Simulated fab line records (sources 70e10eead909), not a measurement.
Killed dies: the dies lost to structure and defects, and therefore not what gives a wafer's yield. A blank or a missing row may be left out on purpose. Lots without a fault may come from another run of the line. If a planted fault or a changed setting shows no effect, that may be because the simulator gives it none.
The tool behind it: which one? + flow nandHarc + 24 lots with 72 wafers sampled at 6 steps, on a route of 1302 steps

== WHAT EACH GAUGE READ, for each wafer ==
NHARC_P_M2_INSPECT_11. Usual: rawDefectCount 4.6, standard deviation 3.
| lot  | measured     | on               | rawDefectCount | flag |
|------|--------------|------------------|----------------|------|
| L074 | day 6 17:38  | defectInspect-02 | 0 4 3          |      |
| L075 | day 6 17:55  | defectInspect-01 | 6 4 5          |      |
| L076 | day 7 06:01  | defectInspect-02 | 3 5 0          |      |
| L077 | day 7 09:26  | defectInspect-01 | 5 7 2          |      |
| L078 | day 7 22:42  | defectInspect-02 | 1 1 3          |      |
| L079 | day 8 17:33  | defectInspect-02 | 5 4 5          |      |
| L080 | day 8 19:04  | defectInspect-01 | 4 8 4          |      |
| L081 | day 9 06:40  | defectInspect-01 | 2 6 3          |      |
| L082 | day 9 17:21  | defectInspect-01 | 5 5 2          |      |
| L083 | day 10 03:53 | defectInspect-02 | 1 4 2          |      |
| L084 | day 10 12:32 | defectInspect-01 | 5 1 5          |      |
| L085 | day 11 03:08 | defectInspect-01 | 0 4 4          |      |
| L086 | day 11 05:53 | defectInspect-02 | 6 4 6          |      |
| L087 | day 11 20:41 | defectInspect-02 | 7 9 12         |      |
| L088 | day 12 10:05 | defectInspect-02 | 5 9 6          |      |
| L089 | day 12 16:11 | defectInspect-01 | 12 8 4         |      |
| L090 | day 13 05:31 | defectInspect-01 | 6 7 5          |      |
| L091 | day 13 18:07 | defectInspect-02 | 2 2 7          |      |
| L092 | day 13 22:29 | defectInspect-02 | 7 7 5          |      |
| L093 | day 14 05:22 | defectInspect-02 | 5 2 6          |      |
| L094 | day 15 01:37 | defectInspect-02 | 6 8 6          |      |
| L095 | day 15 06:12 | defectInspect-02 | 5 4 1          |      |
| L096 | day 15 16:38 | defectInspect-02 | 1 2 6          |      |
| L097 | day 16 05:50 | defectInspect-02 | 3 4 4          |      |

NHARC_P_M2_INSPECT_27. Usual: rawDefectCount 341, standard deviation 140.
| lot  | measured     | on               | rawDefectCount | flag |
|------|--------------|------------------|----------------|------|
| L074 | day 6 20:17  | defectInspect-01 | 262 139 385    |      |
| L075 | day 6 20:35  | defectInspect-02 | 550 491 434    |      |
| L076 | day 7 08:49  | defectInspect-02 | 502 474 208    |      |
| L077 | day 7 12:27  | defectInspect-01 | 506 231 332    |      |
| L078 | day 8 01:20  | defectInspect-02 | 266 513 303    |      |
| L079 | day 8 20:12  | defectInspect-01 | 161 502 423    |      |
| L080 | day 8 21:46  | defectInspect-02 | 320 310 293    |      |
| L081 | day 9 09:45  | defectInspect-02 | 241 295 229    |      |
| L082 | day 9 20:18  | defectInspect-02 | 290 160 249    |      |
| L083 | day 10 06:32 | defectInspect-02 | 308 346 239    |      |
| L084 | day 10 15:10 | defectInspect-02 | 377 319 314    |      |
| L085 | day 11 05:49 | defectInspect-01 | 523 434 574    |      |
| L086 | day 11 08:33 | defectInspect-02 | 970 595 550    |      |
| L087 | day 11 23:50 | defectInspect-02 | 346 290 288    |      |
| L088 | day 12 12:51 | defectInspect-01 | 187 237 359    |      |
| L089 | day 12 18:58 | defectInspect-01 | 398 402 493    |      |
| L090 | day 13 08:10 | defectInspect-01 | 308 454 248    |      |
| L091 | day 13 20:44 | defectInspect-02 | 270 314 338    |      |
| L092 | day 14 01:10 | defectInspect-02 | 261 337 186    |      |
| L093 | day 14 08:03 | defectInspect-02 | 434 297 505    |      |
| L094 | day 15 04:17 | defectInspect-02 | 259 360 276    |      |
| L095 | day 15 09:08 | defectInspect-02 | 352 263 479    |      |
| L096 | day 15 19:18 | defectInspect-01 | 400 266 224    |      |
| L097 | day 16 08:28 | defectInspect-02 | 114 161 213    |      |

NHARC_P_BONDPAD_CD_MEAS_13. Usual: cdNm 499.5 nm, standard deviation 2.
| lot  | measured     | on       | cdNm (nm)         | flag |
|------|--------------|----------|-------------------|------|
| L074 | day 6 22:45  | cdSem-02 | 498.9 501.1 499.8 |      |
| L075 | day 6 22:57  | cdSem-01 | 497.9 499.8 499.7 |      |
| L076 | day 7 11:08  | cdSem-02 | 499.8 502.6 501.8 |      |
| L077 | day 7 14:44  | cdSem-02 | 501.4 500.4 504.2 |      |
| L078 | day 8 03:39  | cdSem-03 | 499.2 500.0 498.7 |      |
| L079 | day 8 22:31  | cdSem-03 | 500.7 498.6 501.5 |      |
| L080 | day 8 23:59  | cdSem-01 | 497.7 500.3 498.2 |      |
| L081 | day 9 12:04  | cdSem-03 | 501.8 497.0 499.6 |      |
| L082 | day 9 22:39  | cdSem-01 | 502.1 503.2 501.6 |      |
| L083 | day 10 08:51 | cdSem-03 | 504.0 498.8 499.1 |      |
| L084 | day 10 17:28 | cdSem-02 | 499.0 496.6 498.7 |      |
| L085 | day 11 08:00 | cdSem-01 | 501.3 498.8 499.8 |      |
| L086 | day 11 10:44 | cdSem-02 | 498.6 499.4 497.6 |      |
| L087 | day 12 01:59 | cdSem-02 | 500.0 501.7 503.7 |      |
| L088 | day 12 15:10 | cdSem-03 | 498.5 500.6 498.6 |      |
| L089 | day 12 21:16 | cdSem-02 | 496.4 496.0 499.4 |      |
| L090 | day 13 10:21 | cdSem-02 | 497.1 498.3 499.6 |      |
| L091 | day 13 23:11 | cdSem-01 | 500.9 502.9 499.5 |      |
| L092 | day 14 03:28 | cdSem-02 | 500.5 498.7 498.4 |      |
| L093 | day 14 10:20 | cdSem-02 | 501.6 500.4 500.7 |      |
| L094 | day 15 06:40 | cdSem-01 | 498.4 502.0 503.3 |      |
| L095 | day 15 11:20 | cdSem-01 | 497.5 496.9 498.2 |      |
| L096 | day 15 21:29 | cdSem-02 | 499.8 500.3 501.1 |      |
| L097 | day 16 10:47 | cdSem-02 | 493.7 495.5 500.1 |      |

== TOOL THAT RAN EACH LOT (tool first, then ch and the chambers of the sampled wafers, then the start) ==
| lot  | NHARC_P_M1_STRIP_18               | NHARC_P_M1_ANNEAL_31            | NHARC_P_M1_PRE_CLEAN_32         |
|------|-----------------------------------|---------------------------------|---------------------------------|
| L074 | rieDiel-04 ch 1,2,3, day 6 14:01  | rtpAnneal-02 ch 0, day 6 15:23  | pecvd-03 ch 0,2, day 6 16:14    |
| L075 | rieDiel-07 ch 0,1,3, day 6 14:08  | rtpAnneal-01 ch 0, day 6 15:38  | pecvd-04 ch 0,1,2, day 6 16:25  |
| L076 | rieDiel-06 ch 0,2,3, day 7 02:20  | rtpAnneal-01 ch 0, day 7 03:47  | pecvd-03 ch 0,1,2, day 7 04:34  |
| L077 | rieDiel-07 ch 0,1,3, day 7 05:45  | rtpAnneal-02 ch 0, day 7 07:09  | pecvd-03 ch 0,2, day 7 07:59    |
| L078 | rieDiel-07 ch 0,1,3, day 7 19:06  | rtpAnneal-02 ch 0, day 7 20:29  | pecvd-04 ch 1,2, day 7 21:23    |
| L079 | rieDiel-07 ch 2,3, day 8 13:50    | rtpAnneal-02 ch 0, day 8 15:16  | pecvd-04 ch 0,1, day 8 16:08    |
| L080 | rieDiel-07 ch 1,2,3, day 8 15:22  | rtpAnneal-02 ch 0, day 8 16:49  | pecvd-01 ch 0,1,2, day 8 17:37  |
| L081 | rieDiel-04 ch 0,2,3, day 9 02:58  | rtpAnneal-01 ch 0, day 9 04:23  | pecvd-01 ch 1,2, day 9 05:13    |
| L082 | rieDiel-04 ch 1,3, day 9 13:41    | rtpAnneal-01 ch 0, day 9 15:08  | pecvd-01 ch 0,2, day 9 16:03    |
| L083 | rieDiel-04 ch 0,1, day 10 00:19   | rtpAnneal-01 ch 0, day 10 01:41 | pecvd-03 ch 1,2, day 10 02:34   |
| L084 | rieDiel-04 ch 0,3, day 10 08:53   | rtpAnneal-02 ch 0, day 10 10:14 | pecvd-04 ch 0,2, day 10 11:07   |
| L085 | rieDiel-07 ch 0,2,3, day 10 23:29 | rtpAnneal-02 ch 0, day 11 00:51 | pecvd-03 ch 0,1, day 11 01:41   |
| L086 | rieDiel-06 ch 1,2,3, day 11 02:05 | rtpAnneal-02 ch 0, day 11 03:28 | pecvd-03 ch 0,1,2, day 11 04:26 |
| L087 | rieDiel-07 ch 0,2,3, day 11 17:05 | rtpAnneal-02 ch 0, day 11 18:31 | pecvd-01 ch 0,1, day 11 19:20   |
| L088 | rieDiel-07 ch 0,1,3, day 12 06:31 | rtpAnneal-02 ch 0, day 12 07:53 | pecvd-03 ch 0,2, day 12 08:47   |
| L089 | rieDiel-07 ch 1,2, day 12 12:30   | rtpAnneal-01 ch 0, day 12 14:01 | pecvd-03 ch 0,1,2, day 12 14:47 |
| L090 | rieDiel-07 ch 0,1,3, day 13 01:53 | rtpAnneal-01 ch 0, day 13 03:16 | pecvd-03 ch 0,1,2, day 13 04:09 |
| L091 | rieDiel-04 ch 2,3, day 13 14:23   | rtpAnneal-02 ch 0, day 13 15:46 | pecvd-03 ch 0,1,2, day 13 16:39 |
| L092 | rieDiel-07 ch 0,1,3, day 13 18:56 | rtpAnneal-02 ch 0, day 13 20:18 | pecvd-03 ch 0,1,2, day 13 21:11 |
| L093 | rieDiel-07 ch 0,1,3, day 14 01:41 | rtpAnneal-01 ch 0, day 14 03:05 | pecvd-04 ch 0,1,2, day 14 03:55 |
| L094 | rieDiel-04 ch 0,2,3, day 14 22:05 | rtpAnneal-01 ch 0, day 14 23:34 | pecvd-04 ch 0,1,2, day 15 00:20 |
| L095 | rieDiel-07 ch 0,3, day 15 02:37   | rtpAnneal-01 ch 0, day 15 04:03 | pecvd-04 ch 0,1,2, day 15 04:53 |
| L096 | rieDiel-06 ch 0,1,3, day 15 13:04 | rtpAnneal-01 ch 0, day 15 14:30 | pecvd-03 ch 0,1, day 15 15:18   |
| L097 | rieDiel-07 ch 0,1,2, day 16 02:15 | rtpAnneal-02 ch 0, day 16 03:44 | pecvd-01 ch 0,2, day 16 04:32   |
- NHARC_P_M1_STRIP_18: strips in N2/H2.
- NHARC_P_M1_ANNEAL_31: time 90 s.
- NHARC_P_M1_PRE_CLEAN_32: time 12 s.

== WHAT THE TOOLS THEMSELVES READ (means of the sampled wafers that have a number; where no wafer has one, the mark that the record gives instead) ==
NHARC_P_M1_STRIP_18. Usual: drypumpMotorCurrentA 5.9 A, standard deviation 0.38; mfcArSccm 0.003 sccm, standard deviation 0.0076; oesProductAu 1.004 a.u., standard deviation 0.011; rfVppV 90.6 V, standard deviation 0.99; showerheadPlenumPTorr 2.03 Torr, standard deviation 0.1; throttleValvePct 14.172 %, standard deviation 0.0095.
| lot  | tool       | drypumpMotorCurrentA (A) | mfcArSccm (sccm) | oesProductAu (a.u.) | rfVppV (V) | showerheadPlenumPTorr (Torr) | throttleValvePct (%) | flag |
|------|------------|--------------------------|------------------|---------------------|------------|------------------------------|----------------------|------|
| L074 | rieDiel-04 | 5.8                      | 0.000            | 0.997               | 90.1       | 2.03                         | 14.170               |      |
| L075 | rieDiel-07 | 5.8                      | 0.005            | 1.012               | 90.8       | 2.02                         | 14.170               |      |
| L076 | rieDiel-06 | 5.8                      | 0.011            | 1.002               | 90.7       | 2.11                         | 14.180               |      |
| L077 | rieDiel-07 | 5.8                      | 0.005            | 1.012               | 90.2       | 2.02                         | 14.179               |      |
| L078 | rieDiel-07 | 5.8                      | 0.005            | 1.018               | 90.5       | 2.02                         | 14.171               |      |
| L079 | rieDiel-07 | 6.2                      | 0.000            | 1.005               | 89.9       | 1.99                         | 14.173               |      |
| L080 | rieDiel-07 | 6.1                      | 0.004            | 1.009               | 90.2       | 1.96                         | 14.170               |      |
| L081 | rieDiel-04 | 5.9                      | 0.000            | 0.996               | 91.6       | 1.99                         | 14.169               |      |
| L082 | rieDiel-04 | 5.9                      | 0.000            | 0.997               | 90.4       | 2.00                         | 14.171               |      |
| L083 | rieDiel-04 | 5.8                      | 0.000            | 0.994               | 89.4       | 1.95                         | 14.162               |      |
| L084 | rieDiel-04 | 6.1                      | 0.000            | 1.003               | 90.6       | 1.92                         | 14.185               |      |
| L085 | rieDiel-07 | 5.9                      | 0.001            | 1.007               | 90.7       | 2.04                         | 14.175               |      |
| L086 | rieDiel-06 | 5.9                      | 0.011            | 1.001               | 90.5       | 2.11                         | 14.168               |      |
| L087 | rieDiel-07 | 5.9                      | 0.001            | 1.009               | 91.6       | 2.04                         | 14.171               |      |
| L088 | rieDiel-07 | 5.8                      | 0.005            | 1.014               | 91.0       | 2.01                         | 14.168               |      |
| L089 | rieDiel-07 | 6.4                      | 0.004            | 1.006               | 90.3       | 2.00                         | 14.173               |      |
| L090 | rieDiel-07 | 5.8                      | 0.005            | 1.013               | 90.4       | 2.01                         | 14.177               |      |
| L091 | rieDiel-04 | 6.0                      | 0.000            | 0.996               | 90.3       | 1.99                         | 14.180               |      |
| L092 | rieDiel-07 | 5.8                      | 0.005            | 1.010               | 90.4       | 2.01                         | 14.175               |      |
| L093 | rieDiel-07 | 5.7                      | 0.005            | 1.010               | 90.6       | 2.01                         | 14.165               |      |
| L094 | rieDiel-04 | 5.9                      | 0.000            | 0.983               | 90.4       | 1.99                         | 14.174               |      |
| L095 | rieDiel-07 | 5.5                      | 0.001            | 1.002               | 90.4       | 2.00                         | 14.172               |      |
| L096 | rieDiel-06 | 6.1                      | 0.011            | 1.001               | 90.7       | 2.05                         | 14.172               |      |
| L097 | rieDiel-07 | 6.1                      | 0.005            | 1.005               | 90.9       | 2.05                         | 14.171               |      |

NHARC_P_M1_ANNEAL_31. Usual: wafer_temp_C_max 225.8, standard deviation 0.43.
| lot  | tool         | wafer_temp_C_max | flag |
|------|--------------|------------------|------|
| L074 | rtpAnneal-02 | 225.6            |      |
| L075 | rtpAnneal-01 | 226.1            |      |
| L076 | rtpAnneal-01 | 226.2            |      |
| L077 | rtpAnneal-02 | 225.5            |      |
| L078 | rtpAnneal-02 | 225.5            |      |
| L079 | rtpAnneal-02 | 225.4            |      |
| L080 | rtpAnneal-02 | 225.4            |      |
| L081 | rtpAnneal-01 | 226.4            |      |
| L082 | rtpAnneal-01 | 226.2            |      |
| L083 | rtpAnneal-01 | 226.0            |      |
| L084 | rtpAnneal-02 | 225.6            |      |
| L085 | rtpAnneal-02 | 225.4            |      |
| L086 | rtpAnneal-02 | 225.2            |      |
| L087 | rtpAnneal-02 | 225.3            |      |
| L088 | rtpAnneal-02 | 225.5            |      |
| L089 | rtpAnneal-01 | 226.0            |      |
| L090 | rtpAnneal-01 | 226.0            |      |
| L091 | rtpAnneal-02 | 225.4            |      |
| L092 | rtpAnneal-02 | 225.8            |      |
| L093 | rtpAnneal-01 | 226.2            |      |
| L094 | rtpAnneal-01 | 226.0            |      |
| L095 | rtpAnneal-01 | 226.5            |      |
| L096 | rtpAnneal-01 | 226.1            |      |
| L097 | rtpAnneal-02 | 225.5            |      |

NHARC_P_M1_PRE_CLEAN_32. Usual: heaterPowerW 596 W, standard deviation 83; susceptorTempC 369.96 C, standard deviation 0.21.
| lot  | tool     | heaterPowerW (W) | susceptorTempC (C) | flag |
|------|----------|------------------|--------------------|------|
| L074 | pecvd-03 | 625              | 370.30             |      |
| L075 | pecvd-04 | 539              | 369.99             |      |
| L076 | pecvd-03 | 616              | 369.79             |      |
| L077 | pecvd-03 | 552              | 370.15             |      |
| L078 | pecvd-04 | 627              | 370.06             |      |
| L079 | pecvd-04 | 540              | 369.79             |      |
| L080 | pecvd-01 | 566              | 370.05             |      |
| L081 | pecvd-01 | 556              | 369.83             |      |
| L082 | pecvd-01 | 565              | 369.94             |      |
| L083 | pecvd-03 | 671              | 369.94             |      |
| L084 | pecvd-04 | 536              | 370.05             |      |
| L085 | pecvd-03 | 721              | 369.85             |      |
| L086 | pecvd-03 | 638              | 369.77             |      |
| L087 | pecvd-01 | 575              | 370.11             |      |
| L088 | pecvd-03 | 666              | 370.13             |      |
| L089 | pecvd-03 | 626              | 370.00             |      |
| L090 | pecvd-03 | 637              | 369.90             |      |
| L091 | pecvd-03 | 636              | 370.07             |      |
| L092 | pecvd-03 | 642              | 369.89             |      |
| L093 | pecvd-04 | 544              | 370.01             |      |
| L094 | pecvd-04 | 533              | 369.71             |      |
| L095 | pecvd-04 | 569              | 369.83             |      |
| L096 | pecvd-03 | 669              | 369.94             |      |
| L097 | pecvd-01 | 594              | 370.25             |      |

== THE ANSWER, worked out from the rows above alone ==
Rule: lot off if the mean of its wafers having a number is beyond 3 standard deviations from the usual mean. A lot without any number at a reading at which 4 lots or more have one is off too. The other lots that the step has rows for count as sound. First the gauges in route order, then the tools' own readings, where a lot's mean is used as printed above. At the first step where some lot is off, the reading lying furthest off is the one used; lots without a number count as furthest.
No lot is off at any reading shown: from this, nothing can be told.

== WHAT WAS PUT IN BY THE SIMULATOR ==
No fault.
